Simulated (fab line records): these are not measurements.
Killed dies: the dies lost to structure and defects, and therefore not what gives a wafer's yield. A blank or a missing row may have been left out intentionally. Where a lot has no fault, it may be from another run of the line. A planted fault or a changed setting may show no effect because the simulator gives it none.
Chamber matching	flow n5Finfet	N5_HKMG_FIN_ALD_71 on aldMetal-01 has 4 sister chambers
The step deposits TiN, target thk 1 nm, pulse time 1 s, purge time 3 s. 4 wafers are shown with their chamber, then 7 later ones without.

== WAFERS WITH THEIR CHAMBER ==
wafer	chamber	heaterPowerW (W)
L080.1	1	1082
L088.1	0	809
L091.1	3	838
L091.2	2	805

== WAFERS WITH NO CHAMBER GIVEN ==
wafer	heaterPowerW (W)
L091.4	801
L092.2	1120
L092.3	794
L092.4	836
L096.2	788
L096.3	804
L096.6	817

== WHICH CHAMBER EACH ONE RAN IN ==
wafer	from the rows above	in truth
L091.4	can't be placed: 2 or 0 or 3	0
L092.2	1	1
L092.3	can't be placed: 2 or 0 or 3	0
L092.4	can't be placed: 3 or 0 or 2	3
L096.2	can't be placed: 2 or 0 or 3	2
L096.3	can't be placed: 2 or 0 or 3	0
L096.6	can't be placed: 0 or 2 or 3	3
Correctly placed: 1 of 7. Can't be placed from these rows: 6 (the true chamber is among the candidates in 6). 0 placed wrongly.
How it was worked out, from the rows above alone: a wafer's distance from a chamber is the root of the sum, over the readings, of the square of ((its reading less the chamber's mean) divided by the reading's scatter). The wafer belongs to the nearest chamber; if the next one is less than 2 further off, it can't be placed. Each chamber's mean is taken over the wafers shown for it. The scatter (one wafer shown for each chamber): square how far every hidden wafer sits from the nearest shown wafer, average those squares and take the square root.
